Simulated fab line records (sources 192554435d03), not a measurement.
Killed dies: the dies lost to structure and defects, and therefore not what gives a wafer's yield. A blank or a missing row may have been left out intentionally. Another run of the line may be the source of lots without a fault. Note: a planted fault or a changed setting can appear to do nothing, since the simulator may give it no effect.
Matching of chambers    flow n5_finfet    N5_GATE_CUT_DESCUM_18 on rie_diel-03 has 4 sister chambers
The step chemistry O2, time 7 s. 7 wafers are shown with their chamber, then 7 later ones without.

== EACH WAFER AND ITS CHAMBER ==
wafer   chamber  drypump_motor_current_A (A)  showerhead_plenum_p_Torr (Torr)
L079.2  2        5.4                          2.22
L080.5  3        4.7                          2.04
L088.2  0        5.2                          1.98
L088.3  1        5.9                          2.13
L088.5  2        5.4                          2.21
L089.1  0        5.2                          1.98
L089.2  3        4.8                          2.04

== WAFERS WITHOUT THEIR CHAMBER ==
wafer   drypump_motor_current_A (A)  showerhead_plenum_p_Torr (Torr)
L089.5  5.9                          2.13
L092.2  4.7                          2.03
L092.3  5.9                          2.13
L092.5  5.2                          1.98
L097.1  5.4                          2.21
L097.2  4.7                          2.03
L097.3  5.9                          2.13

== THE CHAMBER EACH PASSED THROUGH ==
wafer   from the rows above  in truth
L089.5  1                    1
L092.2  3                    3
L092.3  1                    1
L092.5  0                    0
L097.1  2                    2
L097.2  3                    3
L097.3  1                    1
Correctly placed: 7 of 7. Can't be placed from these rows: 0. Number placed wrongly: 0.
How it was worked out, from the rows above alone: a wafer's distance from a chamber is the root of the sum, over the readings, of the square of ((its reading less the chamber's mean) divided by the reading's scatter). If the next closest chamber is less than 2 further off than the closest, the wafer can't be placed; otherwise it belongs to the closest. For every chamber, the mean is computed from those of its wafers that are shown. The scatter: the root of (the sum of the squares of (reading less its chamber's mean) over the shown wafers, divided by (wafers less chambers)).
